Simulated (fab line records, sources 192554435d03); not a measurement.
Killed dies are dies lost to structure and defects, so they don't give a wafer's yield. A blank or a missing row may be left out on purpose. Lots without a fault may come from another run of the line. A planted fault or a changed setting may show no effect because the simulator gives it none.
Split-lot experiment | flow n5_finfet | 7 lots, 39 wafers read, on a route of 1938 steps

THE SPLIT
At N5_BEOL_M14_SPUTTER_43 (material TaN, target thk 15 nm, time 24.19 s), the setting target_thk_a was moved away from the recipe's 150 angstrom on 18 of the 39 wafers read, by -54.6% to +51.7%. The other wafers ran this setting at the recipe's value.

FROM THE SPLIT TO THE READING: what the file shows between them, 4 steps
- N5_BEOL_M14_SPUTTER_44: material Ta, target thk 15 nm, time 24.19 s
- N5_BEOL_M14_SPUTTER_45: material Cu, target thk 100 nm, time 16.67 s
- N5_BEOL_M14_ECD_47: material Cu, target thk 1248 nm
- N5_BEOL_M14_ANNEAL_48: time 90 s

THE READING
barrier_field_endpoint_s, in s, at N5_BEOL_M14_CMP_49 (polishes, stops on SiO2, t overpolish 5.2 s, target thk 560 nm). Fault-free wafers of this fab line usually give 11.3 s, standard deviation 0.33 s.

wafer  | tool, chamber at the split | target_thk_a as run, angstrom | against the recipe | barrier_field_endpoint_s, s | against lot-mates on the recipe
L076.4 | pvd_sputter-02, -          | 150                           | recipe             | 10.7                        | -
L076.2 | pvd_sputter-02, -          | 150                           | recipe             | 10.8                        | -
L076.1 | pvd_sputter-02, -          | 219.3                         | +46.2%             | 14.1                        | +3.4
L076.3 | pvd_sputter-02, -          | 219.3                         | +46.2%             | 13.9                        | +3.2
L076.5 | pvd_sputter-02, -          | 219.3                         | +46.2%             | 13.6                        | +2.9
L076.6 | pvd_sputter-02, -          | 150                           | recipe             | 10.5                        | -
L078.4 | pvd_sputter-02, -          | 150                           | recipe             | 11.3                        | -
L078.1 | pvd_sputter-02, -          | 150                           | recipe             | 12.0                        | -
L078.2 | pvd_sputter-02, -          | 150                           | recipe             | 11.4                        | -
L078.3 | pvd_sputter-02, -          | 176.5                         | +17.7%             | 12.1                        | +0.5
L078.6 | pvd_sputter-02, -          | 176.5                         | +17.7%             | 12.7                        | +1.1
L078.5 | pvd_sputter-02, -          | 176.5                         | +17.7%             | 13.0                        | +1.4
L080.3 | pvd_sputter-03, -          | 227.5                         | +51.7%             | 14.4                        | +3.3
L080.1 | pvd_sputter-03, -          | 227.5                         | +51.7%             | 14.2                        | +3.1
L080.4 | pvd_sputter-03, -          | 150                           | recipe             | 10.9                        | -
L080.2 | pvd_sputter-03, -          | 150                           | recipe             | 10.9                        | -
L080.5 | pvd_sputter-03, -          | 150                           | recipe             | 11.5                        | -
L080.6 | pvd_sputter-03, -          | 227.5                         | +51.7%             | 14.3                        | +3.2
L081.4 | pvd_sputter-02, -          | 150                           | recipe             | 11.3                        | -
L081.1 | pvd_sputter-02, -          | 150                           | recipe             | 11.0                        | -
L081.3 | pvd_sputter-02, -          | 122.4                         | -18.4%             | 9.8                         | -1.2
L081.2 | pvd_sputter-02, -          | 122.4                         | -18.4%             | 10.4                        | -0.6
L081.5 | pvd_sputter-02, -          | 122.4                         | -18.4%             | 10.1                        | -0.9
L081.6 | pvd_sputter-02, -          | 150                           | recipe             | 10.8                        | -
L086.2 | pvd_sputter-03, -          | 150                           | recipe             | 11.1                        | -
L086.3 | pvd_sputter-03, -          | 150                           | recipe             | 11.1                        | -
L086.4 | pvd_sputter-03, -          | 150                           | recipe             | 11.0                        | -
L086.1 | pvd_sputter-03, -          | 68.03                         | -54.6%             | 8.2                         | -2.9
L086.5 | pvd_sputter-03, -          | 68.03                         | -54.6%             | 8.1                         | -3.0
L086.6 | pvd_sputter-03, -          | 68.03                         | -54.6%             | 8.1                         | -3.0
L089.2 | pvd_sputter-03, -          | 150                           | recipe             | 11.3                        | -
L089.6 | pvd_sputter-03, -          | 150                           | recipe             | 11.0                        | -
L089.5 | pvd_sputter-03, -          | 150                           | recipe             | 11.0                        | -
L090.2 | pvd_sputter-01, -          | 224.8                         | +49.9%             | 14.2                        | +2.6
L090.1 | pvd_sputter-01, -          | 150                           | recipe             | 11.4                        | -
L090.3 | pvd_sputter-01, -          | 224.8                         | +49.9%             | 14.3                        | +2.7
L090.4 | pvd_sputter-01, -          | 150                           | recipe             | 11.9                        | -
L090.5 | pvd_sputter-01, -          | 150                           | recipe             | 11.4                        | -
L090.6 | pvd_sputter-01, -          | 224.8                         | +49.9%             | 14.1                        | +2.5

THE FIT
A straight line over all 39 wafers: barrier_field_endpoint_s changes by +0.0589 s for each +1% of target_thk_a; r = +0.98; the points scatter about the line by 0.33 s.
The same after taking each lot's own level away (the mean of its wafers on the recipe; 39 wafers): +0.058 s for each +1%; r = +0.99; scatter 0.28 s.
On that fit, the largest move of target_thk_a shifts the reading by 3.2 s.
The lots' own levels span 10.67 to 11.57 s, that is 2.7 times the standard deviation above.
So the lot-to-lot level changes the slope little: the two slopes agree.
Check: with one of the wafers moved furthest among these (-54.6%) left out of the fit, the line predicts -3.15 s for it against its lot-mates. It came out at -2.87 s against them.

OTHER SPLITS ON THESE WAFERS
These wafers also went through other splits before the reading. Each is held against what the fit with the lots' levels taken away leaves over:
other split on the same wafers           | wafers away from the commonest value | r with barrier_field_endpoint_s (lot level and that fit taken away)
N5_BEOL_M9_TRENCH_ETCH_37 target_depth_a | 15                                   | -0.09
N5_BEOL_M9_CVD_78 target_thk_a           | 9                                    | +0.15

THE WHOLE CHAIN: every reading that the file lists as answering this split, in the file's order
step                   | what it does                                                   | reading                                                                            | change (the file's fit)               | r (the file's)
N5_BEOL_M14_SPUTTER_43 | material TaN, target thk 15 nm, time 24.19 s                   | TaN_of_BEOL_M14_SPUTTER_43.thk_nm (the simulator's own value, which no gauge read) | +0.149 nm for each +1% of the setting | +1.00
N5_BEOL_M14_CMP_49     | polishes, stops on SiO2, t overpolish 5.2 s, target thk 560 nm | barrier_field_endpoint_s                                                           | +0.0587 s for each +1% of the setting | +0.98

THE FILE'S OWN FIT
barrier_field_endpoint_s changes by +0.0587 s for each +1% of target_thk_a, r = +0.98.
